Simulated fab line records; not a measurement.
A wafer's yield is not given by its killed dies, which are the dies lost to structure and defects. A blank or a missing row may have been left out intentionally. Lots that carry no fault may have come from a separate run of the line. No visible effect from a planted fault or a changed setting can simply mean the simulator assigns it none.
Matching of chambers -- flow n5-finfet -- N5_BEOL_M8_ETCH_65 on rie-diel-02: 4 sister chambers
The step etches SiARC in CF4, target depth 15.6 nm, time 26 s. 4 wafers are shown with their chamber, then 8 later ones without.

WAFERS PAIRED WITH THEIR CHAMBERS
wafer,chamber,showerhead-plenum-p-Torr (Torr)
L082.3,1,2.03
L084.2,2,2.18
L084.6,0,2.14
L085.3,3,2.15

WAFERS MISSING THEIR CHAMBER
wafer,showerhead-plenum-p-Torr (Torr)
L085.4,2.14
L085.6,2.15
L091.1,2.15
L091.4,2.28
L091.5,2.18
L090.3,2.18
L090.5,2.18
L090.6,2.15

EACH ONE'S CHAMBER
wafer,from the rows above,in truth
L085.4,can't be placed: 0 or 3 or 2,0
L085.6,can't be placed: 3 or 0 or 2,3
L091.1,can't be placed: 3 or 0 or 2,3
L091.4,can't be placed: 2 or 3 or 0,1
L091.5,can't be placed: 2 or 3 or 0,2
L090.3,can't be placed: 2 or 3 or 0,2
L090.5,can't be placed: 2 or 3 or 0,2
L090.6,can't be placed: 3 or 0 or 2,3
0 of 8 placed correctly. These rows do not allow placing 8 (true chamber among the candidates in 7). Placed wrongly: 0.
How it was worked out, from the rows above alone: a wafer's distance from a chamber is the root of the sum, over the readings, of the square of ((its reading less the chamber's mean) divided by the reading's scatter). The wafer belongs to the nearest chamber; if the next one is less than 2 further off, it can't be placed. A chamber's mean is the mean of its shown wafers. The scatter: with one shown wafer a chamber, the root of the mean of the squares of how far each hidden wafer lies from its nearest shown one.
